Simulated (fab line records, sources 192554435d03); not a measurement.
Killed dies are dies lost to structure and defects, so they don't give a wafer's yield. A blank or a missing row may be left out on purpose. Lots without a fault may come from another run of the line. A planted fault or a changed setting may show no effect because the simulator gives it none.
Split-lot experiment | flow n5_finfet | 7 lots, 21 wafers read, on a route of 1938 steps

THE SPLIT
At N5_BEOL_M7_HM_DEP_02 (deposits TiN, target thk 20 nm), the setting target_thk_a was moved away from the recipe's 200 angstrom on 6 of the 21 wafers read, by -11.5% to +11.3%. The other wafers ran this setting at the recipe's value.

FROM THE SPLIT TO THE READING: what the file shows between them, 8 steps
- N5_BEOL_M7_COAT_59: time 60 s, resist thk 100 nm
- N5_BEOL_M7_COAT_60: time 60 s, resist thk 35 nm
- N5_BEOL_M7_STRIP_68: strips in N2/H2
- N5_BEOL_M7_STRIP_67: strips in CF4
- N5_BEOL_M7_HM_OPEN_17: chemistry Cl2/BCl3, target TiN, target depth 20 nm, overetch 6 nm
- N5_BEOL_M7_STRIP_19: strips in O2
- N5_BEOL_M7_STRIP_76: strips in C4F6/O2
- N5_BEOL_M7_STRIP_36: strips in N2/H2

THE READING
TiN_of_BEOL_M7_HM_DEP_02.thk_nm (the simulator's own value, which no gauge read), in nm, at N5_BEOL_M7_TRENCH_ETCH_37 (etches SiCOH lowk in C4F6/O2, target depth 93.478 nm, time 31.2 s). The file gives no usual value for it. The 15 wafers here that ran the recipe average 17.4 nm, standard deviation 0.18 nm.

wafer  | tool, chamber at the split | target_thk_a as run, angstrom | against the recipe | TiN_of_BEOL_M7_HM_DEP_02.thk_nm, nm | against lot-mates on the recipe
L085.2 | pvd_sputter-03, -          | 215.9                         | +8.0%              | 18.6                                | +1.2
L085.4 | pvd_sputter-03, -          | 215.9                         | +8.0%              | 19.2                                | +1.8
L085.6 | pvd_sputter-03, -          | 200                           | recipe             | 17.4                                | -
L090.2 | pvd_sputter-02, -          | 200                           | recipe             | 17.6                                | -
L090.3 | pvd_sputter-02, -          | 177.1                         | -11.5%             | 15                                  | -2.4
L090.5 | pvd_sputter-02, -          | 200                           | recipe             | 17.2                                | -
L091.1 | pvd_sputter-02, -          | 200                           | recipe             | 17.4                                | -
L091.3 | pvd_sputter-02, -          | 200                           | recipe             | 17.6                                | -
L091.6 | pvd_sputter-02, -          | 222.4                         | +11.2%             | 19.8                                | +2.3
L092.1 | pvd_sputter-02, -          | 200                           | recipe             | 17.4                                | -
L092.6 | pvd_sputter-02, -          | 200                           | recipe             | 17.4                                | -
L092.5 | pvd_sputter-02, -          | 200                           | recipe             | 17.2                                | -
L094.2 | pvd_sputter-01, -          | 200                           | recipe             | 17.2                                | -
L094.5 | pvd_sputter-01, -          | 200                           | recipe             | 17.2                                | -
L094.3 | pvd_sputter-01, -          | 200                           | recipe             | 17                                  | -
L095.1 | pvd_sputter-03, -          | 222.5                         | +11.3%             | 19.6                                | +2.0
L095.5 | pvd_sputter-03, -          | 222.5                         | +11.3%             | 19.6                                | +2.0
L095.2 | pvd_sputter-03, -          | 200                           | recipe             | 17.6                                | -
L096.2 | pvd_sputter-02, -          | 200                           | recipe             | 17.4                                | -
L096.5 | pvd_sputter-02, -          | 200                           | recipe             | 17.2                                | -
L096.6 | pvd_sputter-02, -          | 200                           | recipe             | 17.6                                | -

THE FIT
A straight line over all 21 wafers: TiN_of_BEOL_M7_HM_DEP_02.thk_nm changes by +0.204 nm for each +1% of target_thk_a; r = +0.99; the points scatter about the line by 0.19 nm.
The same after taking each lot's own level away (the mean of its wafers on the recipe; 21 wafers): +0.193 nm for each +1%; r = +0.99; scatter 0.17 nm.
On that fit, the largest move of target_thk_a shifts the reading by 2.2 nm.
The lots' own levels span 17.13 to 17.60 nm, that is 2.6 times the standard deviation above.
So the lot-to-lot level changes the slope little: the two slopes agree.
Check: with one of the wafers moved furthest among these (-11.5%) left out of the fit, the line predicts -2.14 nm for it against its lot-mates. It came out at -2.4 nm against them.

OTHER SPLITS ON THESE WAFERS
These wafers also went through other splits before the reading. Each is held against what the fit with the lots' levels taken away leaves over:
other split on the same wafers | wafers away from the commonest value | r with TiN_of_BEOL_M7_HM_DEP_02.thk_nm (lot level and that fit taken away)
N5_BEOL_M5_ILD_DEP_00 temp_c   | 7                                    | -0.01
N5_BEOL_M6_COAT_63 spin_rpm    | 7                                    | +0.01
N5_BEOL_M6_COAT_22 spin_rpm    | 9                                    | -0.30

THE WHOLE CHAIN: every reading that the file lists as answering this split, in the file's order
step                      | what it does                                                      | reading                                                                          | change (the file's fit)               | r (the file's)
N5_BEOL_M7_HM_DEP_02      | deposits TiN, target thk 20 nm                                    | TiN_of_BEOL_M7_HM_DEP_02.thk_nm (the simulator's own value, which no gauge read) | +0.193 nm for each +1% of the setting | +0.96
N5_BEOL_M7_HM_OPEN_17     | chemistry Cl2/BCl3, target TiN, target depth 20 nm, overetch 6 nm | etch.depth_nm (the simulator's own value, which no gauge read)                   | +0.194 nm for each +1% of the setting | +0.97
N5_BEOL_M7_TRENCH_ETCH_37 | etches SiCOH lowk in C4F6/O2, target depth 93.478 nm, time 31.2 s | TiN_of_BEOL_M7_HM_DEP_02.thk_nm (the simulator's own value, which no gauge read) | +0.196 nm for each +1% of the setting | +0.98

THE FILE'S OWN FIT
TiN_of_BEOL_M7_HM_DEP_02.thk_nm changes by +0.196 nm for each +1% of target_thk_a, r = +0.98.
